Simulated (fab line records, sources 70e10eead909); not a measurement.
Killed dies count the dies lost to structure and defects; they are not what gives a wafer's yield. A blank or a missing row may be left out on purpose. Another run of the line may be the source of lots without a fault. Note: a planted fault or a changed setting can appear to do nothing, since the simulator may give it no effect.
Chamber matching | flow nand_harc | 4 sister chambers for NHARC_P_GATE_DESCUM_31 on rie_diel-12
The step chemistry O2, time 3 s. 27 wafers are shown with their chamber, then 12 later ones without.

== EACH WAFER AND ITS CHAMBER ==
wafer  | chamber | showerhead_plenum_p_Torr (Torr) | oes_product_au (a.u.) | rf_vpp_V (V)
L074.2 | 1       | 1.89                            | 1.006                 | 58.9
L074.3 | 0       | 1.91                            | 0.991                 | 56.7
L074.5 | 2       | 1.94                            | 1.007                 | 57.9
L076.2 | 2       | 1.94                            | 1.012                 | 57.5
L076.3 | 1       | 1.89                            | 1.001                 | 58.8
L076.4 | 3       | 1.80                            | 1.023                 | 57.3
L078.1 | 2       | 1.93                            | 1.001                 | 58.0
L078.4 | 1       | 1.89                            | 1.014                 | 56.7
L078.5 | 1       | 1.89                            | 1.007                 | 56.4
L082.1 | 3       | 1.79                            | 1.007                 | 57.3
L082.4 | 1       | 1.89                            | 0.984                 | 56.4
L082.5 | 2       | 1.93                            | 0.989                 | 57.6
L084.1 | 3       | 1.79                            | 1.015                 | 57.0
L084.5 | 2       | 1.93                            | 1.001                 | 59.4
L084.6 | 1       | 1.89                            | 0.984                 | 57.6
L087.1 | 0       | 1.90                            | 1.001                 | 58.1
L087.3 | 2       | 1.93                            | 0.996                 | 56.5
L087.5 | 3       | 1.79                            | 1.012                 | 56.7
L088.1 | 0       | 1.90                            | 0.992                 | 58.3
L088.4 | 2       | 1.93                            | 1.003                 | 57.8
L088.5 | 0       | 1.90                            | 1.000                 | 57.1
L085.1 | 0       | 1.90                            | 1.001                 | 58.9
L085.3 | 2       | 1.93                            | 1.000                 | 57.9
L085.5 | 3       | 1.79                            | 1.000                 | 56.5
L089.3 | 2       | 1.93                            | 1.006                 | 58.2
L089.4 | 0       | 1.90                            | 1.018                 | 58.6
L089.5 | 3       | 1.79                            | 1.023                 | 56.1

SIGNATURES, as means of the wafers listed above
reading                  | chamber 0 | chamber 1 | chamber 2 | chamber 3 | scatter within a chamber
showerhead_plenum_p_Torr | 1.9017    | 1.8900    | 1.9322    | 1.7917    | 0.00374
oes_product_au           | 1.00050   | 0.99933   | 1.00167   | 1.01333   | 0.00938
rf_vpp_V                 | 57.950    | 57.467    | 57.867    | 56.817    | 0.838
Rule: for a wafer and a chamber, the distance is found by dividing, reading by reading, the gap between the wafer's reading and the chamber's mean by the reading's scatter, squaring, summing and taking the root. The wafer belongs to the nearest chamber; if the next one is less than 2 further off, it can't be placed. How the scatter is found: for the shown wafers, subtract from each reading the mean of its chamber, square and add these, divide the total by (wafers less chambers), then take the root.

== WAFERS WITHOUT THEIR CHAMBER ==
wafer  | showerhead_plenum_p_Torr (Torr) | oes_product_au (a.u.) | rf_vpp_V (V)
L090.1 | 1.93                            | 0.998                 | 57.3
L090.3 | 1.88                            | 0.993                 | 58.2
L090.5 | 1.79                            | 1.014                 | 58.6
L091.1 | 1.93                            | 1.012                 | 56.1
L091.3 | 1.79                            | 1.029                 | 57.9
L091.6 | 1.93                            | 1.003                 | 58.0
L095.4 | 1.88                            | 1.011                 | 57.8
L095.5 | 1.93                            | 0.992                 | 58.7
L095.6 | 1.79                            | 1.025                 | 57.1
L096.1 | 1.93                            | 0.996                 | 57.8
L096.2 | 1.90                            | 0.997                 | 57.9
L096.5 | 1.90                            | 0.992                 | 57.2

== THE CHAMBER EACH PASSED THROUGH ==
wafer  | from the rows above     | in truth
L090.1 | 2                       | 2
L090.3 | 1                       | 1
L090.5 | 3                       | 3
L091.1 | 2                       | 2
L091.3 | 3                       | 3
L091.6 | 2                       | 2
L095.4 | 1                       | 1
L095.5 | 2                       | 2
L095.6 | 3                       | 3
L096.1 | 2                       | 2
L096.2 | 0                       | 0
L096.5 | can't be placed: 0 or 1 | 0
Placed correctly: 11 of 12. From these rows, 1 cannot be placed; in 1 the true chamber is one of the candidates. Placed wrongly: 0.
